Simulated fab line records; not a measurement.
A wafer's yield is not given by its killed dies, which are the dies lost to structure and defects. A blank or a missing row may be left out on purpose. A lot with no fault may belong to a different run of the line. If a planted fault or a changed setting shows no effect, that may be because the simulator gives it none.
fab line records    flow n5_finfet
record lots=3  wafers=9  last_day=15
route steps=1938 shown BEOL_M11@1578 BEOL_M12@1602 PASSIVATION@1936
lots that met no fault: from a run of the same line without faults
start_h: the number of hours between the record's first day and the start of the first shown wafer of the lot    wait_h: time in hours since the lot's previous step    " repeats the value in the row above    L1.1+2: a row that stands for several wafers    - no value present, or no start provided    * or withheld: withheld    < > ~ a bound
route shown NAME@n: names a module that has steps shown in the file, with the first one's number in the route    usual: mean/standard deviation taken from wafers without a fault    same: alike in all rows    chamber/n: place in a boat    sites: per-site readings    _std_site: the values' standard deviation    _edge_site: the outer-site mean with the inner-site mean subtracted    radius_mm: how far each site lies from the wafer's centre    mask NAME#n: copy n    behind: the most recent tool/chamber to have shaped the wafer    hold: why the lot was held/for how many hours/how that ended    device: transistor that didn't switch, given as n, p or np    end of line: at the end of the route, the tests of the same wafers    for a step that has no rows: nothing shown but its recipe    killed: dies lost to structure and defects at the first sort, not the wafer's yield    map: a wafer's dies, marking killed ones x, the rest . and places with no die _
set.NAME: setting as actually run; set.NAME@STEP: the setting as run at that earlier step    model.NAME: the simulator's own value behind a step, which no gauge read
lots at some steps of the route; a table a step, a row a wafer
services: from which hour (start_h, from the record's first day; less than 0 if before it) a tool's chamber was out of use, for how many hours, and why
## steps
# step N5_BEOL_M11_TRENCH_ETCH_37
# recipe chemistry=C4F6/O2  target_depth_a=1488.3  target=SiCOH_lowk  time_s=48  ion_energy_ev=250  pressure_mtorr=30  source_w=345  bias_w=185  Ar_flow_sccm=300  C4F6_flow_sccm=10  O2_flow_sccm=10
# step N5_BEOL_M11_ETCH_41
# recipe chemistry=CH3F/O2  target=SiCN  target_depth_a=426  taper_deg=2  time_s=86  ion_energy_ev=120  mask_material=TiN  pressure_mtorr=30  source_w=395  bias_w=75  Ar_flow_sccm=150  CH3F_flow_sccm=30  O2_flow_sccm=20
# step N5_BEOL_M11_STRIP_77
# recipe chemistry=N2/H2  time_s=10  power_w=450  temp_c=40  pressure_mtorr=20  rf_frequency_hz=6e+07  bias_power_w=7  n2_flow_sccm=200  h2_flow_sccm=200
# step N5_BEOL_M11_HM_STRIP_39
# recipe chemistry=peroxide_tin_strip  material=TiN  target_depth_a=250  temp_c=50  time_s=158
# step N5_BEOL_M11_SRD_40
# recipe time_s=30  temp_c=23  rinse_liquid=diw  dry=ipa_marangoni
# step N5_BEOL_M11_PRECLEAN_42
# recipe chemistry=residue_remover  time_s=60  temp_c=40
# step N5_BEOL_M11_SRD_43
# recipe time_s=30  temp_c=23  rinse_liquid=diw  dry=ipa_marangoni
# step N5_BEOL_M11_CURE_72
# recipe temp_c=370  time_s=120  ambient=DMADMS/He  material=SiCOH_lowk
# step N5_BEOL_M11_DEGAS_44
# recipe ambient=vacuum  temp_c=250  time_s=60
# step N5_BEOL_M11_PRE_CLEAN_45
# recipe gas=H2/He  time_s=30  temp_c=250
# step N5_BEOL_M11_ALD_74
# recipe material=TaN  target_thk_a=20  temp_c=275  ald_precursor_family=PDMAT  ald_co_reactant=NH3  pressure_torr=3  carrier_flow_sccm=1500  pulse_time_s=2  purge_time_s=3  co_reactant_purge_time_s=2  co_reactant_pulse_time_s=3  ald_cycles=40  precursor_vessel_temp_c=75  precursor_vessel_pressure_torr=26.25  precursor_vessel_carrier_sccm=1000
# usual chamber_pressure_Torr=2.999/0.0068  heater_power_w=412/29  susceptor_temp_C=274.98/0.21
# same pulse_time_s=2
lot.wafer  tool          chamber  start_h  wait_h  chamber_pressure_Torr  heater_power_w  susceptor_temp_C
L699.1     ald_metal-04  1        270.81   0.0     3.005                  380             275.03
L699.2     "             3        "        "       2.990                  434             274.83
L699.4     "             0        "        "       3.004                  410             275.15
L704.1     ald_metal-01  1        292.98   0.0     3.003                  398             275.04
L704.2     "             2        "        "       2.991                  388             275.01
L704.4     "             0        "        "       3.004                  396             274.76
L706.4     ald_metal-04  2        327.05   0.0     2.993                  381             275.01
L706.5     "             0        "        "       3.004                  421             274.99
L706.6     "             3        "        "       2.988                  435             274.85
# step N5_BEOL_M11_SURFACE_TREAT_76
# recipe gas=Ar  time_s=*  ion_energy_ev=*  ion_current_ma_cm2=0.5  pressure_mtorr=*  ar_flow_sccm=30
# step N5_BEOL_M11_CVD_75
# recipe material=Co  target_thk_a=20  temp_c=withheld  precursor=CCTBA/H2  pressure_torr=30  time_s=138.9
# step N5_BEOL_M11_SPUTTER_48
# recipe material=Cu  target_thk_a=120  temp_c=-20  bias_v=60  power_w=26000  chamber_pressure_pa=0.13  time_s=2
# step N5_BEOL_M11_ECD_50
# recipe material=Cu  target_thk_a=3180
# step N5_BEOL_M11_ANNEAL_51
# recipe temp_c=225  time_s=90  ambient=N2
# step N5_BEOL_M11_CMP_52
# recipe stop_on=SiCOH_lowk  t_overpolish_s=7  down_force_psi=1  platen_rpm=50  clearing_platen_down_force_psi=1.5  clearing_platen_rpm=50  post_cmp_clean=cu_alkaline  target_thk_nm=140  clearing_platen_pad_velocity_m_s=0.99484  pad_velocity_m_s=0.99484
# step N5_BEOL_M11_PRE_CLEAN_55
# recipe gas=NH3  time_s=15  temp_c=withheld  rf_power_w=300
# step N5_BEOL_M11_DEP_56
# recipe material=SiCN  target_thk_a=300  temp_c=withheld  precursor=3MS/NH3  pressure_torr=3  rf_w=675  time_s=10.5
# step N5_BEOL_M12_ILD_DEP_00
# recipe material=SiOC  target_thk_a=6589.2  temp_c=350  precursor=DEMS/O2  pressure_torr=5  rf_w=500  time_s=130.7
# step N5_BEOL_M12_COAT_58
# recipe resist=BARC  temp_c=205  time_s=60  spin_rpm=1500  resist_thk_nm=89
# step N5_BEOL_M12_COAT_04
# recipe spin_rpm=1625  resist_thk_nm=400
# step N5_BEOL_M12_EBR_06
# recipe solvent=PGMEA  ebr_width_mm=1.5
# step N5_BEOL_M12_SOFTBAKE_05
# recipe temp_c=130  time_s=60
# step N5_BEOL_M12_EXPOSE_07
# recipe mask_id=V11  na=0.93  source_shape=conventional  sigma_outer=0.6  polarization=unpolarized  attpsm_phase_deg=180  dose_mj=32.5
# step N5_BEOL_M12_PEB_08
# recipe peb_temp_c=130  peb_time_s=90
# step N5_BEOL_M12_DEVELOP_09
# recipe develop_time_s=45  rinse_liquid=diw  dry=air_spin  dev_temp_c=21
# step N5_BEOL_M12_HARDBAKE_14
# recipe temp_c=130  time_s=120
# step N5_BEOL_M12_DESCUM_15
# recipe chemistry=O2  time_s=7.9  source_power_w=50  bias_power_w=20  pressure_mtorr=20  rf_frequency_hz=2.712e+07  temp_c=40  o2_flow_sccm=225
# step N5_BEOL_M12_ETCH_59
# recipe chemistry=N2/H2  target=BARC  target_depth_a=890  overetch_a=267  time_s=67.9  ion_energy_ev=200  pressure_mtorr=30  source_w=840  bias_w=150  n2_flow_sccm=200  h2_flow_sccm=200
# step N5_BEOL_M12_VIA_ETCH_16
# recipe chemistry=C4F8/O2/Ar  target=SiOC  pressure_mtorr=30  source_w=3000  bias_w=700  Ar_flow_sccm=400  C4F8_flow_sccm=15  O2_flow_sccm=8  he_inner_torr=15  he_outer_torr=30  target_depth_a=7248  time_s=withheld  ion_energy_ev=250  ends=cleared
# step N5_BEOL_M12_STRIP_63
# recipe chemistry=N2/H2  power_w=1000  temp_c=250  h2_frac=0.65  overash_fraction=0.3  pressure_mtorr=1000  n2_flow_sccm=1750  h2_flow_sccm=3250
# step N5_BEOL_M12_STRIP_64
# recipe chemistry=N2/H2  power_w=1000  temp_c=250  h2_frac=0.65  overash_fraction=0.3  pressure_mtorr=withheld  n2_flow_sccm=1750  h2_flow_sccm=3250
# step N5_PASSIVATION_PROBE_49
# usual defect_limited_yield=91.2/1.4  killed_at_M0_to_M3=34/11  killed_at_M4_up=14/6.3  killed_at_contacts=13/7.4  killed_at_front_end=38/11  killed_at_other=4.3/2.9  killed_dies=103/17  killed_on_rim=14/4.1  killed_open=68/12  killed_short=34/8  sort_bin_5_function=5.1/0.9  sort_bin_6_memory=3.3/0.66  sort_n_pass=1077/17  sort_yield_pct=91.2/1.4
# same gross_dies=1180  killed_at_back_side=0  sort_bin_4_leakage[%]=0  sort_bin_8_speed[%]=0
lot.wafer  tool       chamber  start_h  wait_h  defect_limited_yield[%]  killed_at_M0_to_M3  killed_at_M4_up  killed_at_contacts  killed_at_front_end  killed_at_other  killed_dies  killed_on_rim  killed_open  killed_short  sort_bin_5_function[%]  sort_bin_6_memory[%]  sort_n_pass  sort_yield_pct[%]
L699.1     prober-01  -        313.26   0.0     92.6                     20                  7                17                  34                   9                87           16             51           36            4.1                     3.1                   1093         92.6
L699.2     prober-01  -        313.31   0.1     91.2                     32                  12               33                  22                   5                104          12             70           34            5.3                     3.1                   1076         91.2
L699.4     prober-01  -        313.41   0.2     89.8                     40                  19               23                  31                   7                120          22             73           47            5.7                     4.0                   1060         89.8
L704.1     prober-01  -        337.73   0.0     91.3                     38                  5                15                  45                   0                103          12             80           23            5.4                     3.2                   1077         91.3
L704.2     prober-01  -        337.78   0.1     91.1                     50                  10               12                  31                   2                105          19             64           40            4.9                     3.8                   1075         91.1
L704.4     prober-01  -        337.88   0.2     89.2                     64                  12               6                   43                   3                128          16             80           47            7.4                     2.8                   1052         89.2
L706.4     prober-01  -        369.64   0.2     85.3                     30                  94               19                  29                   1                173          33             70           30            9.3                     3.7                   1007         85.3
L706.5     prober-01  -        369.69   0.2     89.3                     57                  13               9                   46                   1                126          17             76           50            6.4                     3.6                   1054         89.3
L706.6     prober-01  -        369.74   0.3     90.7                     22                  20               18                  48                   2                110          9              73           34            5.7                     3.1                   1070         90.7
# killed by level:class
L699.1 MOL_CONTACT_COAG:geometric_particle:open=13 FIN_SAQP:geometric_particle:open=7 FIN_SAQP:geometric_particle:short=6 BEOL_M3:geometric_particle:open=5 PASS1_DEP:geometric_particle:open=5 MOL_CONTACT_COAG:geometric_particle:short=4 BEOL_M0_SAQP:geometric_particle:short=4 DUMMY_GATE:geometric_particle:open=3
L699.2 MOL_CONTACT_COAG:geometric_particle:open=28 FIN_SAQP:geometric_particle:open=8 BEOL_M0_SAQP:geometric_particle:short=7 BEOL_M0_SAQP:geometric_particle:open=6 BEOL_M3:geometric_particle:open=6 MOL_CONTACT_COAG:geometric_particle:short=5 BEOL_M1:geometric_particle:open=5 BEOL_M4:geometric_particle:short=5
L699.4 MOL_CONTACT_COAG:geometric_particle:open=18 BEOL_M1:geometric_particle:open=13 FIN_SAQP:geometric_particle:open=8 BEOL_M2:geometric_particle:open=8 BEOL_M2:geometric_particle:short=6 BEOL_M4:geometric_particle:open=6 FIN_SAQP:geometric_particle:short=5 MOL_CONTACT_COAG:geometric_particle:short=5
L704.1 FIN_SAQP:geometric_particle:open=15 MOL_CONTACT_COAG:geometric_particle:open=12 BEOL_M3:geometric_particle:open=11 BEOL_M0_SAQP:geometric_particle:open=9 BEOL_M1:geometric_particle:open=8 STI_FIN_REVEAL:geometric_particle:open=7 GATE_CUT:geometric_particle:short=6 BEOL_M0_SAQP:geometric_particle:short=5
L704.2 BEOL_M0_SAQP:geometric_particle:short=10 BEOL_M0_SAQP:geometric_particle:open=10 BEOL_M1:geometric_particle:open=9 MOL_CONTACT_COAG:geometric_particle:open=8 BEOL_M1:geometric_particle:short=7 BEOL_M3:geometric_particle:open=7 FIN_SAQP:geometric_particle:open=5 STI_FIN_REVEAL:geometric_particle:open=5
L704.4 BEOL_M0_SAQP:geometric_particle:short=17 BEOL_M0_SAQP:geometric_particle:open=13 STI_FIN_REVEAL:geometric_particle:open=12 BEOL_M4:geometric_particle:open=11 BEOL_M1:geometric_particle:open=8 BEOL_M3:geometric_particle:open=8 BEOL_M1:geometric_particle:short=7 GATE_CUT:geometric_particle:short=6
L706.4 BEOL_M11:unspecified=71 MOL_CONTACT_COAG:geometric_particle:open=16 BEOL_M4:geometric_particle:open=13 BEOL_M0_SAQP:geometric_particle:open=11 BEOL_M0_SAQP:geometric_particle:short=10 STI_FIN_REVEAL:geometric_particle:open=7 FIN_SAQP:geometric_particle:open=5 DUMMY_GATE:geometric_particle:open=4
L706.5 BEOL_M0_SAQP:geometric_particle:short=23 BEOL_M0_SAQP:geometric_particle:open=16 STI_FIN_REVEAL:geometric_particle:open=12 MOL_CONTACT_COAG:geometric_particle:open=8 FIN_SAQP:geometric_particle:open=6 FIN_SAQP:geometric_particle:short=6 BEOL_M2:geometric_particle:open=6 STARTING-WAFER:geometric_particle:open=6
L706.6 FIN_SAQP:geometric_particle:open=17 MOL_CONTACT_COAG:geometric_particle:open=14 BEOL_M4:geometric_particle:open=13 FIN_SAQP:geometric_particle:short=9 STI_FIN_REVEAL:geometric_particle:open=8 BEOL_M0_SAQP:geometric_particle:short=8 BEOL_M0_SAQP:geometric_particle:open=7 BEOL_M1:geometric_particle:short=5
# map L706.4 (x killed, . not)
_________________...x.....x..________________
______________........x....xx..._____________
___________..x.......x.............__________
__________.............x...........x_________
________.........x................x..._______
_______x..........x.x.........xx...x...______
______........x.......x................._____
_____x............x...............x......____
____....x.................x.x.............___
___........................................__
___.........................xx....x..x...x.__
__x..x...........x.........................._
__....x...............x.......x......x......_
_...............x....................x.....x.
_.x.........x...x................x...........
_x....x............x......x..................
_.x..x........x.....x..x....................x
_xxx.x.xx..........x..x.......x.xx......x....
_xxxxx....xx...........x.......xx..x.........
_xxxxxx.xx.......x...........................
_xxxxxxxx...................................x
__xxxxxxxx..............xx.................._
__xxxxxxxxxx....x..............x..x.......x._
___xxxxxxx...x........................x....__
___xxxxxx.x.............x..x.x....x........__
____xxxx.x............xx...........x......___
_____xxx.......x..x................x.....____
______..x..................xx..........._____
_______......x....x..x.................______
________x.x....x................x....._______
__________..x....xx....x............_________
___________.......x...x............__________
______________............x..x.._____________
_________________....x...x...________________
# map L699.4 (x killed, . not)
_________________.x.x........________________
______________x..x.............._____________
___________.......................x__________
__________x.x...........x..xx..x...._________
________..........x....x....x........._______
_______x...........x....xx.............______
______.................................._____
_____........x.x..xxx...x.............x..____
____.xx..........x.............xx.........___
___....x......................x............__
___..x..............x.x....................__
__.........................................._
__...................x......................_
_....................x...x......x.x.x........
_......................................x.....
_.....x.x.x.........x...........x...........x
_.............x...x...............x..x.......
_.......xx................x..................
_xx......xx...x..............x...............
_.....x.................xx......x....xx......
_..................x.........................
__.x....x......x..x........x........x......._
__.x......x.x........x.x.....x............x._
___.x.........................x............__
___.........xx...x.....x..................x__
____.x....x......x.....x..x....xx.x.x..x..___
_____x...x.............................x.____
______.x.x.............x.....x.........._____
_______............x............x.....x______
________..x...............x.........x._______
__________........x.......x.....xx.._________
___________..x..x.x....x...........__________
______________.................._____________
_________________..x.........________________
## services
tool          chamber  start_h  hours  kind
ald_metal-01  2        279.26   3.6    repair
ald_metal-04  3        286.38   24.5   repair
ald_metal-04  1        293.91   1.8    repair
ald_metal-04  3        312.15   4.0    repair
## key
first_sign step=N5_PASSIVATION_PROBE_49  reading=killed_at_M4_up  direction=up  sigmas=13  usual=14  struck=94
effect step=N5_PASSIVATION_PROBE_49  reading=defect_limited_yield  direction=down  sigmas=4.2  usual=91.2  struck=85.3
more_kills_born_at N5_BEOL_M11_ALD_74@ald_metal-04=71
met_at N5_BEOL_M11_ALD_74
struck_wafers L706.4
fault kind=chamber_particle_source  tool=ald_metal-04  chamber=2  onset_h=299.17  steps=N5_BEOL_M11_ALD_74  rate_per_visit_cm2=0.52412  end_h=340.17
